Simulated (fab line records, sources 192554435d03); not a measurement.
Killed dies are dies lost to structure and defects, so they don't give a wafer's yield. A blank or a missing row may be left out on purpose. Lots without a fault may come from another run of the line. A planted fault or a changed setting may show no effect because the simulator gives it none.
fab line records | flow n5_finfet
record lots=3 wafers=9 last_day=16
route steps=1938 shown BEOL_M9@1437 BEOL_M10@1470 PASSIVATION@1936
lots that met no fault: from a run of the same line without faults
start_h: hours from the record's first day to the start of the lot's first wafer shown | wait_h: hours since the lot's step before | " the same as in the row above | L1.1+2: a row that stands for several wafers | - no value, or no start given | * or withheld: withheld | < > ~ a bound
route shown NAME@n: a module of which the file shows steps, and the number in the route of the first | usual: mean/standard deviation of fault-free wafers | same: alike in all rows | chamber/n: place in a boat | sites: the reading at each site | _std_site: their standard deviation | _edge_site: outer sites' mean less inner sites' | radius_mm: how far each site lies from the wafer's centre | mask NAME#n: copy n | behind: the tool/chamber that last shaped the wafer | hold: why the lot was held/for how many hours/how that ended | device: the transistor (n, p or np) that didn't switch | end of line: the same wafers' tests at the end of the route | a step without rows: its recipe alone | killed: dies lost to structure and defects at the first sort, not the wafer's yield | map: a wafer's dies, x killed, . not, _ none there
set.NAME: the setting as run; set.NAME@STEP: as run at that earlier step | model.NAME: the simulator's own value behind a step, which no gauge read
lots at some steps of the route; a table a step, a row a wafer
services: from which hour (start_h, from the record's first day; less than 0 if before it) a tool's chamber was out of use, for how many hours, and why
## steps
# step N5_BEOL_M9_DESCUM_33
# recipe chemistry=O2 time_s=7 source_power_w=50 bias_power_w=20 pressure_mtorr=20 rf_frequency_hz=2.712e+07 temp_c=40 resist=CAR-EUV o2_flow_sccm=225
# step N5_BEOL_M9_ETCH_76
# recipe chemistry=N2/H2 target=underlayer target_depth_a=65 mask_material=CAR-EUV time_s=5.2 ion_energy_ev=200 pressure_mtorr=30 source_w=840 bias_w=150 n2_flow_sccm=200 h2_flow_sccm=200 ends=cleared
# step N5_BEOL_M9_ETCH_65
# recipe chemistry=CF4 target=SiARC target_depth_a=156 mask_material=CAR-EUV time_s=26 ion_energy_ev=80 pressure_mtorr=40 source_w=545 bias_w=36 Ar_flow_sccm=100 cf4_flow_sccm=100 ends=cleared
# step N5_BEOL_M9_ETCH_66
# recipe chemistry=N2/H2 target=SOC target_depth_a=800 overetch_a=160 mask_material=SiARC temp_c=40 time_s=120 ion_energy_ev=200 pressure_mtorr=30 source_w=840 bias_w=150 n2_flow_sccm=200 h2_flow_sccm=200
# step N5_BEOL_M9_STRIP_69
# recipe chemistry=N2/H2 temp_c=40 n2_flow_sccm=200 h2_flow_sccm=200 rf_frequency_hz=6e+07
# step N5_BEOL_M9_STRIP_77
# recipe chemistry=N2/H2 temp_c=40 n2_flow_sccm=200 h2_flow_sccm=200 rf_frequency_hz=6e+07
# step N5_BEOL_M9_VIA_ETCH_34
# recipe chemistry=C4F6/O2 target=SiCOH_lowk target_depth_a=1824 mask_material=SOC taper_deg=4 time_s=68.4 ion_energy_ev=250 pressure_mtorr=30 source_w=345 bias_w=185 Ar_flow_sccm=300 C4F6_flow_sccm=10 O2_flow_sccm=10
# step N5_BEOL_M9_STRIP_73
# recipe chemistry=C4F6/O2 resist=SiARC rf_frequency_hz=6e+07
# step N5_BEOL_M9_STRIP_36
# recipe chemistry=N2/H2 power_w=450 temp_c=40 pressure_mtorr=20 rf_frequency_hz=6e+07 overash_fraction=0.3 bias_power_w=7 h2_frac=0.5 n2_flow_sccm=200 h2_flow_sccm=200
# step N5_BEOL_M9_TRENCH_ETCH_37
# recipe chemistry=C4F6/O2 target_depth_a=1514.3 target=SiCOH_lowk time_s=49 ion_energy_ev=250 pressure_mtorr=30 source_w=345 bias_w=185 Ar_flow_sccm=300 C4F6_flow_sccm=10 O2_flow_sccm=10
# usual drypump_motor_current_A=5.5/0.38 oes_o_777_au=0.79/0.08 oes_product_au=0.79/0.086 rf_vpp_V=665/7 showerhead_plenum_p_Torr=2.85/0.068 throttle_valve_pct=20.94/0.22
# columns lot.wafer tool chamber start_h wait_h drypump_motor_current_A oes_o_777_au oes_product_au rf_hours_counter_h rf_vpp_V showerhead_plenum_p_Torr throttle_valve_pct
L663.1 rie_diel-03 2 288.74 - 5.8 0.70 0.68 214 669 2.93 20.73
L663.5 " 2 " " 5.8 0.69 0.68 - 669 2.93 20.74
L663.6 " 1 " " 5.1 0.79 0.79 - 669 2.87 20.79
L665.1 rie_diel-05 0 306.12 - 4.9 0.69 0.67 247 659 2.81 21.26
L665.2 " 1 " " 4.9 0.83 0.82 94 671 2.76 20.74
L665.3 " 3 " " 5.4 0.72 0.74 160 681 2.85 20.78
L672.2 rie_diel-03 2 324.73 - 5.8 0.69 0.67 225 668 2.93 20.75
L672.4 " 3 " " 5.4 0.73 0.72 185 655 2.83 21.28
L672.5 " 2 " " 5.7 0.69 0.67 - 669 2.93 20.75
# step N5_BEOL_M9_ETCH_41
# recipe chemistry=CH3F/O2 target=SiCN target_depth_a=366 taper_deg=2 time_s=70.1 ion_energy_ev=120 mask_material=TiN pressure_mtorr=30 source_w=395 bias_w=75 Ar_flow_sccm=150 CH3F_flow_sccm=30 O2_flow_sccm=20
# step N5_BEOL_M9_STRIP_80
# recipe chemistry=N2/H2 time_s=10 power_w=450 temp_c=40 pressure_mtorr=20 rf_frequency_hz=6e+07 bias_power_w=7 n2_flow_sccm=200 h2_flow_sccm=200
# step N5_BEOL_M9_HM_STRIP_39
# recipe chemistry=peroxide_tin_strip material=TiN target_depth_a=250 temp_c=50 time_s=158
# step N5_BEOL_M9_SRD_40
# recipe time_s=30 temp_c=23 rinse_liquid=diw dry=ipa_marangoni
# step N5_BEOL_M9_PRECLEAN_42
# recipe chemistry=residue_remover time_s=60 temp_c=40
# step N5_BEOL_M9_SRD_43
# recipe time_s=30 temp_c=23 rinse_liquid=diw dry=ipa_marangoni
# step N5_BEOL_M9_CURE_72
# recipe temp_c=370 time_s=120 ambient=DMADMS/He material=SiCOH_lowk
# step N5_BEOL_M9_DEGAS_44
# recipe ambient=vacuum temp_c=250 time_s=60
# step N5_BEOL_M9_PRE_CLEAN_45
# recipe gas=H2/He time_s=30 temp_c=250
# step N5_BEOL_M9_ALD_74
# recipe material=TaN target_thk_a=20 temp_c=275 ald_precursor_family=PDMAT ald_co_reactant=NH3 pressure_torr=3 carrier_flow_sccm=1500 pulse_time_s=2 purge_time_s=3 co_reactant_purge_time_s=2 co_reactant_pulse_time_s=3 ald_cycles=40 precursor_vessel_temp_c=75 precursor_vessel_pressure_torr=26.25 precursor_vessel_carrier_sccm=1000
# step N5_BEOL_M9_SURFACE_TREAT_79
# recipe gas=Ar time_s=* ion_energy_ev=* ion_current_ma_cm2=0.5 pressure_mtorr=* ar_flow_sccm=30
# step N5_BEOL_M9_CVD_78
# recipe material=Co target_thk_a=20 temp_c=withheld precursor=CCTBA/H2 pressure_torr=30 time_s=138.9
# step N5_BEOL_M9_SPUTTER_48
# recipe material=Cu target_thk_a=120 temp_c=-20 bias_v=60 power_w=26000 chamber_pressure_pa=0.13 time_s=2
# step N5_BEOL_M9_ECD_50
# recipe material=Cu target_thk_a=3180
# step N5_BEOL_M9_ANNEAL_51
# recipe temp_c=225 time_s=90 ambient=N2
# step N5_BEOL_M9_CMP_52
# recipe stop_on=SiCOH_lowk t_overpolish_s=7 down_force_psi=1 platen_rpm=50 clearing_platen_down_force_psi=1.5 clearing_platen_rpm=50 post_cmp_clean=cu_alkaline target_thk_nm=140 clearing_platen_pad_velocity_m_s=0.99484 pad_velocity_m_s=0.99484
# step N5_BEOL_M9_PRE_CLEAN_55
# recipe gas=NH3 time_s=15 temp_c=withheld rf_power_w=300
# step N5_BEOL_M9_DEP_56
# recipe material=SiCN target_thk_a=150 temp_c=withheld precursor=3MS/NH3 pressure_torr=3 rf_w=202 time_s=26.5
# step N5_BEOL_M10_ILD_DEP_00
# recipe material=SiCOH_lowk target_thk_a=3085.1 temp_c=300 precursor=DEMS/porogen pressure_torr=5 rf_w=500 time_s=58
# step N5_BEOL_M10_CURE_71
# recipe temp_c=385 time_s=240 ambient=He/Ar material=SiCOH_lowk
# step N5_BEOL_M10_PECVD_70
# recipe material=SiO2 target_thk_a=200 temp_c=400 precursor=TEOS/O2 pressure_torr=5.5 rf_w=450 teos_flow_sccm=53.8 gas=O2 flow_sccm=3000 time_s=22.7
# step N5_BEOL_M10_HM_DEP_02
# recipe material=TiN target_thk_a=200 temp_c=25 chamber_pressure_pa=0.49996
# step N5_BEOL_M10_COAT_59
# recipe resist=SOC temp_c=250 time_s=60 spin_rpm=1500 resist_thk_nm=100
# step N5_PASSIVATION_PROBE_49
# usual defect_limited_yield=91.2/1.4 killed_at_M0_to_M3=34/10 killed_at_M4_up=13/5.1 killed_at_contacts=12/6.5 killed_at_front_end=41/11 killed_at_other=4/3.3 killed_dies=104/16 killed_open=69/13 killed_short=33/7 sort_bin_5_function=5.1/0.91 sort_bin_6_memory=3.3/0.69 sort_n_pass=1076/16 sort_yield_pct=91.2/1.4
# same gross_dies=1180 killed_at_back_side=0 sort_bin_4_leakage[%]=0 sort_bin_8_speed[%]=0
# columns lot.wafer tool chamber start_h wait_h defect_limited_yield[%] killed_at_M0_to_M3 killed_at_M4_up killed_at_contacts killed_at_front_end killed_at_other killed_dies killed_open killed_short sort_bin_5_function[%] sort_bin_6_memory[%] sort_n_pass sort_yield_pct[%]
L672.4 prober-01 - 386.88 0.2 82.9 26 115 5 53 3 202 68 25 11.4 3.6 978 82.9
# killed by level:class
L672.4 BEOL_M9:unspecified=109 STI_FIN_REVEAL:geometric_particle:open=16 FIN_SAQP:geometric_particle:open=12 GATE_CUT:geometric_particle:open=6 BEOL_M1:geometric_particle:open=6 FIN_SAQP:geometric_particle:short=5 BEOL_M3:geometric_particle:open=5 DUMMY_GATE:geometric_particle:open=4
# map L672.4 (x killed, . not)
_________________..........x.________________
______________.................._____________
___________.............x..........__________
__________..x...x..................._________
________........x.............xx......_______
_______....x....x.....x................______
______.......x.....x........x..........._____
_____.........xxxxx.x.........x.........x____
____......xxxxxxxx.x......................___
___......xxxxxxxxxx.....x..................__
___.....x.xxxxxxxxxxx................x.....__
__....x.x.xxxxxxxxxxx.................x...x._
__......xxxxxxxxxxxxxx......................_
_.x.....xxxxxxxxxxxxxx.......x..x......x.....
_...x..x.xxxxxxxxxxxxx....................xx.
_.........xxxxxxxxx..xx.x.....x..x...........
_..x.........xxxxxxxx...x...x................
_..xx........xx..x...........................
_.xx.........xx..........x...................
_....x.............x.......x..........xxx.x..
_........x........x..................x..x....
__............x..x........x.....x.xx.....x.._
__.......x............................x....._
___.....................................x..__
___.....xx..............x.......x..........__
____.x....x...............................___
_____...xxx...x...x....x........x.x....x.____
______............................x....._____
_______..........x...........x....x....______
________....x.............x......x...._______
__________.......x..........xx......_________
___________........................__________
______________x...x............x_____________
_________________............________________
# map L663.6 (x killed, . not)
_________________.......x....________________
______________.xx.........x.x..x_____________
___________....x......x.........x..__________
__________...............x...x.x.x.._________
________...........x.......x......x..._______
_______.............x..x..............x______
______...x.............................x_____
_____.....x.x............................____
____....x............xx................x..___
___.x........x..........x...........x......__
___.x................x...x.....x...........__
__.x...............x...x.....x.x...x...x...._
__......................x..................._
_................x.x......x.....x.x.....x.x..
_............................x.x.............
_.x.xx...............x...x...................
_x.................xx..x....x.x.x.....x......
_x....x..........x..x.x...x..x....x.....x....
_..........xx.............x.x.....x..........
_.x........................x.......x.........
_......x.....................................
__....x........x..x........................._
__...x...........x......xx.......x.........._
___................x.......x..x..x...x.x..x__
___x............x.................x.......x__
____..x..x....................x...x.....x.___
_____.x........x.................x....x.x____
______......x.........x................._____
_______..x........x...xx....x......xx..______
________....x.x...............x......._______
__________........x.x.xx.x......x..._________
___________.....x...............x..__________
______________...xx............._____________
_________________....x......x________________
## services
# columns tool chamber start_h hours kind
rie_diel-03 0 268.47 1.5 repair
rie_diel-05 0 280.12 21.8 repair
rie_diel-05 0 314.89 - clean
rie_diel-05 0 314.89 - consumable_replace:focus_ring
rie_diel-05 0 314.89 23.4 scheduled_down
rie_diel-05 0 314.89 23.4 vent_cycle
## key
first_sign step=N5_PASSIVATION_PROBE_49 reading=killed_at_M4_up direction=up sigmas=20 usual=13 struck=115
effect step=N5_PASSIVATION_PROBE_49 reading=killed_dies direction=up sigmas=6 usual=104 struck=202
more_kills_born_at N5_BEOL_M9_TRENCH_ETCH_37@rie_diel-03=109
met_at N5_BEOL_M9_TRENCH_ETCH_37
struck_wafers L672.4
fault kind=chamber_particle_source tool=rie_diel-03 chamber=3 onset_h=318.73 steps=N5_BEOL_M9_TRENCH_ETCH_37 rate_per_visit_cm2=0.64846 end_h=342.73
